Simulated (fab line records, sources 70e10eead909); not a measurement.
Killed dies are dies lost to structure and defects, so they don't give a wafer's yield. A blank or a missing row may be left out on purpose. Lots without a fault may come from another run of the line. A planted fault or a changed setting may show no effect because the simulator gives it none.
A struck lot beside a sound one | flow nand_harc | 14 steps out of a route of 1159
Sound: wafers L701.1, L701.4, L701.6. Struck: wafers L704.3, L704.5, L704.6. The cause comes at the end.
At each step with rows: each side's tool, then ch and its chambers, then its first start. Under that, the readings that differ: sound wafers | struck wafers | difference of the means | sigmas: that difference in standard deviations of wafers without a fault.
alike: readings whose means differ by less than 2 such deviations, and words and numbers that are the same on both sides. not compared: withheld readings, readings that some wafer has no value for, bounds like >300 that may hide the same value, and numbers for which the record gives no deviation and whose values overlap.
The two part at a step that has a row with sigmas, a row that says differs or no value, or rows on one side only. Numbers that don't overlap but have no deviation are shown without sigmas and don't part them. A reading that every wafer of one side lacks parts them only if that side has two wafers or more.

first, 6 steps without rows for these wafers: NHARC_A_SLIT_COAT_03 (resist thk 90 nm); NHARC_A_SLIT_SOFTBAKE_04 (time 55 s); NHARC_A_SLIT_EBR_05; NHARC_A_SLIT_EXPOSE_06 (exposes mask SLIT); NHARC_A_SLIT_PEB_07 (peb time 65 s); NHARC_A_SLIT_DEVELOP_08 (develop time 35 s).
NHARC_A_SLIT_CD_MEAS_09: target cd 300 nm.
  sound on cd_sem-02 ch 0, day 17 11:26; struck on cd_sem-03 ch 0, day 17 21:46
  alike: cd_nm
NHARC_A_SLIT_OVL_MEAS_10:
  sound on overlay-02, day 17 11:31; struck on overlay-01, day 17 21:52
  alike: overlay_x_nm, overlay_y_nm
NHARC_A_SLIT_INSPECT_11:
  sound on defect_inspect-02, day 17 11:34; struck on defect_inspect-02, day 17 21:53
  reading          | sound    | struck  | difference | sigmas
  raw_defect_count | 29 35 37 | 15 12 9 | -22        | -2
NHARC_A_SLIT_DESCUM_14: chemistry O2, time 3 s.
  sound on rie_diel-07 ch 0,3, day 17 11:37; struck on rie_diel-12 ch 2,3, day 17 21:58
  alike: drypump_motor_current_A, oes_product_au, rf_vpp_V, showerhead_plenum_p_Torr, throttle_valve_pct
  not compared: rf_hours_counter_h
NHARC_A_SLIT_ETCH_24: etches the open film in CF4/CHF3, target depth 121 nm, time 60.5 s.
  sound on rie_diel-07 ch 2,3, day 17 11:43; struck on rie_diel-12 ch 0,3, day 17 22:02
  reading               | sound             | struck            | difference | sigmas
  oes_product_au (a.u.) | 0.929 0.915 0.922 | 0.971 0.983 0.964 | +0.051     | +3
  alike: drypump_motor_current_A, rf_fwd_power_W, rf_vpp_V, showerhead_plenum_p_Torr, throttle_valve_pct
  not compared: rf_hours_counter_h
NHARC_A_SLIT_ETCH_15: etches the open film in O2/COS, target depth 3200 nm, time 832 s.
  sound on rie_diel-07 ch 1,3; struck on rie_diel-12 ch 1,2
  alike: drypump_motor_current_A, oes_product_au, rf_fwd_power_W, rf_vpp_V, showerhead_plenum_p_Torr, throttle_valve_pct
  not compared: rf_hours_counter_h
NHARC_A_SLIT_ETCH_17: etches the open film in C4F8/O2/Ar, time 1687.5 s, target depth 10100 nm.
  sound on har_etch-02 ch 0,1, day 17 15:13; struck on har_etch-01 ch 0,1, day 17 23:35
  reading                 | sound             | struck            | difference | sigmas
  model.A_SLIT.cd_nm (nm) | 290.1 290.1 290.1 | 287.7 287.7 287.7 | -2.4       |
  alike: drypump_motor_current_A, showerhead_plenum_p_Torr, throttle_valve_pct
  not compared: rf_hours_counter_h
NHARC_A_SLIT_ETCH_26: etches the open film in C4F8/O2/Ar, time 90 s, target depth 400 nm.
  sound on har_etch-02 ch 0,1, day 17 16:43; struck on har_etch-01 ch 0,1, day 18 00:26
  alike: drypump_motor_current_A, rf_fwd_power_W, showerhead_plenum_p_Torr, throttle_valve_pct
  not compared: rf_hours_counter_h

WHERE THEY PART
First at NHARC_A_SLIT_INSPECT_11; last, within this record, at NHARC_A_SLIT_ETCH_24. Later steps at which nothing parts them and some readings are alike: NHARC_A_SLIT_ETCH_15, NHARC_A_SLIT_ETCH_17, NHARC_A_SLIT_ETCH_26.

WHY: what the simulator had put in
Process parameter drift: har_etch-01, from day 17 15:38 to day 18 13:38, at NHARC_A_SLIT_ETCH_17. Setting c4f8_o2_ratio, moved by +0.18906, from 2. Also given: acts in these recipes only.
